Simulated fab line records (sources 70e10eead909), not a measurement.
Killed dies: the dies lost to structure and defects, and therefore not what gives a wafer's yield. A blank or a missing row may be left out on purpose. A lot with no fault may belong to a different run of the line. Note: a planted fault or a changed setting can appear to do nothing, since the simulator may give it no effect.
Matching of chambers | flow nand-harc | 4 sister chambers for NHARC_P_GATE_STRIP_101 on rie-diel-04
The step strips in O2, time 20 s. 4 wafers are shown with their chamber, then 7 later ones without.

## WAFERS WITH THEIR CHAMBER
wafer  | chamber | drypump-motor-current-A (A)
L652.1 | 3       | 5.4
L664.1 | 2       | 5.9
L664.2 | 1       | 6.1
L669.5 | 0       | 5.4

## WAFERS WHOSE CHAMBER IS MISSING
wafer  | drypump-motor-current-A (A)
L669.6 | 5.5
L672.4 | 5.4
L672.5 | 5.9
L672.6 | 5.4
L673.2 | 5.5
L673.4 | 6.0
L673.6 | 6.0

## WHICH CHAMBER EACH WENT THROUGH
wafer  | from the rows above     | in truth
L669.6 | can't be placed: 0 or 3 | 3
L672.4 | can't be placed: 0 or 3 | 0
L672.5 | 2                       | 2
L672.6 | can't be placed: 0 or 3 | 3
L673.2 | can't be placed: 0 or 3 | 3
L673.4 | can't be placed: 1 or 2 | 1
L673.6 | can't be placed: 1 or 2 | 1
Correctly placed: 1 of 7. Cannot be placed on the basis of these rows: 6; the candidates contain the true chamber in 6. 0 placed wrongly.
How it was worked out, from the rows above alone: a wafer's distance from a chamber is the root of the sum, over the readings, of the square of ((its reading less the chamber's mean) divided by the reading's scatter). The wafer belongs to the nearest chamber; if the next one is less than 2 further off, it can't be placed. The mean given for a chamber averages the wafers shown for that chamber. The scatter (one wafer shown for each chamber): square how far every hidden wafer sits from the nearest shown wafer, average those squares and take the square root.
